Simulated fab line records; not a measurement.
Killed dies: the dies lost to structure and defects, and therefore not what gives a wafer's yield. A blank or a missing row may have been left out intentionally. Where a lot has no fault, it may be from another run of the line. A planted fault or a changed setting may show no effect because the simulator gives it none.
The tool behind it: which one? | flow n5 finfet | Sampling: 12 lots, 36 wafers, 2 of 1938 route steps

== WHAT EACH GAUGE READ, for each wafer ==
N5_BEOL_M5_OVL_MEAS_29.
lot  | measured     | on         | V4_OVL (nm)
L074 | day 8 08:52  | overlay-02 | -0.7 -0.9 -1.0
L076 | day 8 16:23  | overlay-01 | 0.5 0.5 0.6
L079 | day 9 15:07  | overlay-02 | -1.1 -0.3 -1.0
L082 | day 10 05:44 | overlay-02 | 0.8 1.0 0.5
L083 | day 10 19:33 | overlay-01 | 0.3 0.7 -0.4
L084 | day 11 05:09 | overlay-02 | -0.4 1.1 -0.2
L087 | day 11 11:11 | overlay-02 | 0.4 0.0 -0.2
L089 | day 12 01:14 | overlay-01 | 0.8 -1.1 0.3
L092 | day 12 14:22 | overlay-02 | 1.2 -0.2 -0.8
L093 | day 13 03:07 | overlay-01 | 0.6 0.5 0.7
L095 | day 13 16:04 | overlay-02 | 1.0 1.2 1.6
L097 | day 14 16:04 | overlay-01 | -0.6 0.3 0.1

== EACH LOT AND THE TOOL THAT RAN IT (in order: tool; ch and the chambers of the sampled wafers; start) ==
lot  | N5_BEOL_M5_HM_OPEN_17
L074 | rie metal-01 ch 0,1, day 8 08:02
L076 | rie metal-02 ch 0,1, day 8 15:21
L079 | rie metal-03 ch 0, day 9 14:06
L082 | rie metal-01 ch 0,1, day 10 02:55
L083 | rie metal-01 ch 1, day 10 18:18
L084 | rie metal-01 ch 1, day 11 04:22
L087 | rie metal-03 ch 0,1, day 11 07:11
L089 | rie metal-03 ch 0,1, day 12 00:22
L092 | rie metal-02 ch 0,1, day 12 10:24
L093 | rie metal-02 ch 0,1, day 13 01:59
L095 | rie metal-03 ch 0,1, day 13 15:32
L097 | rie metal-03 ch 0,1, day 14 13:19
- N5_BEOL_M5_HM_OPEN_17: chemistry Cl2/BCl3, target TiN, target depth 20 nm, overetch 6 nm.

== THE ANSWER, worked out from the rows above alone ==
Rule: the lots themselves supply what counts as usual. Put in order of their means at a reading, lots are off if they are a third of the lots or fewer, leave a main group of 4 or more, and stand apart from it by a gap of 3 or more times the standard deviation of the main group's means; of several such gaps the widest counts. A main group is skipped when, at the precision printed for the reading in the tables above, its means are all equal. Also off: a lot with no number at a reading for which 4 or more lots have one. Where the step has rows for the other lots, those lots are counted as sound.
Nothing can be told from this: no lot is off at any reading shown.

== WHAT THE SIMULATOR HAD PUT IN ==
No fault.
